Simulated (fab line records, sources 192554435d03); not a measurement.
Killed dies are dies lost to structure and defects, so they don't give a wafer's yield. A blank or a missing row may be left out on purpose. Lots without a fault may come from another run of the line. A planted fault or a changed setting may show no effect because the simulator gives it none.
Split-lot experiment | flow n5_finfet | 7 lots, 21 wafers read, on a route of 1938 steps

THE SPLIT
At N5_BEOL_M5_VIA_ETCH_34 (etches SiCOH lowk in C4F6/O2, target depth 88.3 nm, time 39.2 s), the setting source_w was moved away from the recipe's 345 W on 10 of the 21 wafers read, by +5.5% to +12.3%. The other wafers ran this setting at the recipe's value.

The reading is taken at the split's own step.

THE READING
rf_vpp_V, in V, at N5_BEOL_M5_VIA_ETCH_34 (etches SiCOH lowk in C4F6/O2, target depth 88.3 nm, time 39.2 s). Fault-free wafers of this fab line usually give 668 V, standard deviation 8.9 V.

wafer  | tool, chamber at the split | source_w as run, W | against the recipe | rf_vpp_V, V | against lot-mates on the recipe
L079.1 | rie_diel-06, 1             | 376.5              | +9.1%              | 635         | -50
L079.3 | rie_diel-06, 2             | 376.5              | +9.1%              | 634         | -51
L079.5 | rie_diel-06, 3             | 345                | recipe             | 685         | -
L078.1 | rie_diel-03, 0             | 369.9              | +7.2%              | 644         | -17
L078.5 | rie_diel-03, 2             | 345                | recipe             | 661         | -
L078.6 | rie_diel-03, 1             | 369.9              | +7.2%              | 643         | -18
L085.1 | rie_diel-05, 3             | 345                | recipe             | 672         | -
L085.5 | rie_diel-05, 3             | 387.5              | +12.3%             | 632         | -40
L085.6 | rie_diel-05, 0             | 387.5              | +12.3%             | 620         | -52
L087.1 | rie_diel-05, 0             | 345                | recipe             | 658         | -
L087.5 | rie_diel-05, 0             | 345                | recipe             | 658         | -
L087.6 | rie_diel-05, 3             | 345                | recipe             | 670         | -
L090.2 | rie_diel-03, 0             | 345                | recipe             | 668         | -
L090.4 | rie_diel-03, 2             | 363.9              | +5.5%              | 642         | -26
L090.5 | rie_diel-03, 2             | 363.9              | +5.5%              | 644         | -24
L092.2 | rie_diel-06, 1             | 345                | recipe             | 663         | -
L092.5 | rie_diel-06, 0             | 345                | recipe             | 677         | -
L092.6 | rie_diel-06, 3             | 345                | recipe             | 686         | -
L096.1 | rie_diel-06, 0             | 374.5              | +8.6%              | 648         | -16
L096.3 | rie_diel-06, 1             | 374.5              | +8.6%              | 635         | -29
L096.4 | rie_diel-06, 2             | 345                | recipe             | 664         | -

THE FIT
A straight line over all 21 wafers: rf_vpp_V changes by -3.58 V for each +1% of source_w; r = -0.90; the points scatter about the line by 8.1 V.
The same after taking each lot's own level away (the mean of its wafers on the recipe; 21 wafers): -3.81 V for each +1%; r = -0.90; scatter 8.8 V.
On that fit, the largest move of source_w shifts the reading by 47 V.
The lots' own levels span 661.0 to 685.0 V, that is 2.7 times the standard deviation above.
So the lot-to-lot level changes the slope little: the two slopes agree.
Check: with one of the wafers moved furthest among these (+12.3%) left out of the fit, the line predicts -48.6 V for it against its lot-mates. It came out at -40 V against them.
Tool readings at the split's step, against how far the setting was moved: rf_vpp_V r = -0.90.

OTHER SPLITS ON THESE WAFERS
These wafers also went through other splits before the reading. Each is held against what the fit with the lots' levels taken away leaves over:
other split on the same wafers | wafers away from the commonest value | r with rf_vpp_V (lot level and that fit taken away)
N5_BEOL_M4_COAT_05 spin_rpm    | 8                                    | -0.17

THE WHOLE CHAIN: every reading that the file lists as answering this split, in the file's order
step                   | what it does                                                    | reading                                                        | change (the file's fit)               | r (the file's)
N5_BEOL_M5_VIA_ETCH_34 | etches SiCOH lowk in C4F6/O2, target depth 88.3 nm, time 39.2 s | rf_vpp_V                                                       | -3.77 V for each +1% of the setting   | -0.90
N5_BEOL_M5_VIA_ETCH_34 | etches SiCOH lowk in C4F6/O2, target depth 88.3 nm, time 39.2 s | etch.depth_nm (the simulator's own value, which no gauge read) | +0.506 nm for each +1% of the setting | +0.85

THE FILE'S OWN FIT
rf_vpp_V changes by -3.77 V for each +1% of source_w, r = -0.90.
